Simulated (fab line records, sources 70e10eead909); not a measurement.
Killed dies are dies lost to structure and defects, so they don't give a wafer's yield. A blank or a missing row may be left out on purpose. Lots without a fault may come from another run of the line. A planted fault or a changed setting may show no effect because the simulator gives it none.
Chamber matching | flow nand_harc | NHARC_A_CHANNEL_FILL_D1_ALD_16 on ald_hk-02: 4 sister chambers
The step deposits SiO2, target thk 1.5 nm, pulse time 10 s, ald cycles 15. 4 wafers are shown with their chamber, then 8 later ones without.

WAFERS WITH THEIR CHAMBER
wafer  | chamber | heater_power_w (W)
L086.5 | 2       | 500
L088.4 | 1       | 471
L088.6 | 3       | 422
L088.1 | 0       | 531

WAFERS WITHOUT THEIR CHAMBER
wafer  | heater_power_w (W)
L088.3 | 513
L088.5 | 523
L095.3 | 478
L095.4 | 426
L095.5 | 503
L096.3 | 441
L096.4 | 510
L096.6 | 420

WHICH CHAMBER EACH WENT THROUGH
wafer  | from the rows above     | in truth
L088.3 | can't be placed: 2 or 0 | 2
L088.5 | can't be placed: 0 or 2 | 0
L095.3 | can't be placed: 1 or 2 | 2
L095.4 | 3                       | 3
L095.5 | 2                       | 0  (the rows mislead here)
L096.3 | can't be placed: 3 or 1 | 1
L096.4 | can't be placed: 2 or 0 | 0
L096.6 | 3                       | 3
Placed correctly: 2 of 8. Can't be placed from these rows: 5 (the true chamber is among the candidates in 5). Placed wrongly: 1.
How it was worked out, from the rows above alone: a wafer's distance from a chamber is the root of the sum, over the readings, of the square of ((its reading less the chamber's mean) divided by the reading's scatter). The wafer belongs to the nearest chamber; if the next one is less than 2 further off, it can't be placed. A chamber's mean is the mean of its shown wafers. The scatter: with one shown wafer a chamber, the root of the mean of the squares of how far each hidden wafer lies from its nearest shown one.
